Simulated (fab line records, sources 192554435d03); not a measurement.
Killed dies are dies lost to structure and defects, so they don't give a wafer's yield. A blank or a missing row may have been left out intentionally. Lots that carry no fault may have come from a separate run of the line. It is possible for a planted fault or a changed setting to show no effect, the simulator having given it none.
A lot that was struck, set against a sound lot ; flow n5_finfet ; 14 out of 1938 route steps
Sound: the wafers L184.3, L184.4, L184.6. Struck: wafer L191.2 (left out: L191.4, L191.6 of the same lot, which were not struck); the cause appears at the end.
Per side, at each step with rows, come the tool, then ch with its chambers, and then its first start. Under that, the readings that differ: sound wafers ; struck wafers ; difference of the means ; sigmas: that difference in standard deviations of wafers without a fault.
alike: a reading whose means differ by less than 2 such deviations, as well as words and numbers matching on both sides. not compared: withheld readings; readings where some wafer has no value; bounds like >300 that might hide an equal value; numbers whose values overlap and for which the record gives no deviation.
Wherever a step has rows on one side only, a row that says differs or no value, or a row with sigmas, the two part there. Non-overlapping numbers with no deviation appear without sigmas and do not part them. Lack of a reading on every wafer of one side parts them only where that side has two or more wafers.

first, 3 steps without rows for these wafers: N5_BEOL_M8_EXPOSE_25 (exposes mask V7, target cd 40 nm); N5_BEOL_M8_PEB_26 (peb time 60 s); N5_BEOL_M8_DEVELOP_27 (develop time 30 s).
N5_BEOL_M8_CD_MEAS_28 targets a cd of 40 nm.
  sound on cd_sem-02 ch 0, day 9 22:31; struck on cd_sem-01 ch 0, day 11 18:26
  alike: cd_nm
N5_BEOL_M8_OVL_MEAS_29:
  sound on overlay-02 ch 0, day 9 22:34; struck on overlay-01 ch 0, day 11 18:28
  alike: V7_OVL
N5_BEOL_M8_INSPECT_30: inspects for defects (brightfield).
  struck on defect_inspect-02, day 11 18:32; sound on defect_inspect-01, day 9 22:37
  alike: raw_defect_count
N5_BEOL_M8_DESCUM_33: chemistry O2, time 7 s.
  sound on rie_diel-02 ch 0,3, day 9 23:22; struck on rie_diel-02 ch 0, day 11 18:34
reading;sound;struck;difference;sigmas
rf_vpp_V (V);245.5 241.8 242.9;246.3;+2.9;+2
  alike: drypump_motor_current_A, oes_product_au, showerhead_plenum_p_Torr, temp_c, throttle_valve_pct
  not compared: rf_hours_counter_h
N5_BEOL_M8_ETCH_72: etches underlayer in N2/H2, target depth 6.5 nm, time 5.2 s.
  sound on rie_diel-02 ch 0,3, day 9 23:24; struck on rie_diel-02 ch 0, day 11 18:35
  alike: drypump_motor_current_A, etch_rf_on_time_s, oes_product_au, rf_fwd_power_W, rf_vpp_V, showerhead_plenum_p_Torr, throttle_valve_pct
  not compared: rf_hours_counter_h
N5_BEOL_M8_ETCH_65: etches SiARC in CF4, target depth 15.6 nm, time 26 s.
  sound on rie_diel-02 ch 0,3, day 9 23:25; struck on rie_diel-02 ch 0, day 11 18:37
  alike: drypump_motor_current_A, etch_rf_on_time_s, oes_product_au, rf_fwd_power_W, rf_vpp_V, showerhead_plenum_p_Torr, throttle_valve_pct
  not compared: rf_hours_counter_h
N5_BEOL_M8_ETCH_66: etches SOC in N2/H2, target depth 80 nm, overetch 16 nm, time 120 s.
  sound on rie_diel-02 ch 0,3, day 9 23:27; struck on rie_diel-02 ch 0, day 11 18:38
  alike: drypump_motor_current_A, oes_product_au, rf_fwd_power_W, rf_vpp_V, showerhead_plenum_p_Torr, temp_c, throttle_valve_pct
  not compared: rf_hours_counter_h
then, 2 steps without rows for these wafers: N5_BEOL_M8_STRIP_69 (strips in N2/H2); N5_BEOL_M8_STRIP_73 (strips in N2/H2).
N5_BEOL_M8_VIA_ETCH_34: etches SiCOH lowk in C4F6/O2, target depth 125.5 nm, time 50.5 s.
  sound on rie_diel-02 ch 0,3, day 9 23:33; struck on rie_diel-02 ch 0, day 11 18:44
reading;sound;struck;difference;sigmas
oes_f_703_au (a.u.);0.94 0.74 0.73;1.19;+0.39;+6
oes_o_777_au (a.u.);0.93 0.73 0.73;1.15;+0.35;+5
oes_product_au (a.u.);0.95 0.73 0.75;0.97;+0.16;+2
rf_fwd_power_W (W);342.5 341.9 342.0;424.5;+82.4;+59
rf_vpp_V (V);665 668 668;597;-70;-12
model.etch.depth_nm (nm);128.9 125.3 125.6;139.2;+12.6;
model.SOC_of_BEOL_M8_COAT_63.thk_nm (nm);53.6 54 53.8;53.2;-0.6;
  alike: drypump_motor_current_A, showerhead_plenum_p_Torr, throttle_valve_pct
  not compared: rf_hours_counter_h
then, 1 step without rows for these wafers: N5_BEOL_M8_STRIP_76 (strips in C4F6/O2).

WHERE THEY PART
First at N5_BEOL_M8_DESCUM_33; last, within this record, at N5_BEOL_M8_VIA_ETCH_34.

WHY: the cause the simulator had injected
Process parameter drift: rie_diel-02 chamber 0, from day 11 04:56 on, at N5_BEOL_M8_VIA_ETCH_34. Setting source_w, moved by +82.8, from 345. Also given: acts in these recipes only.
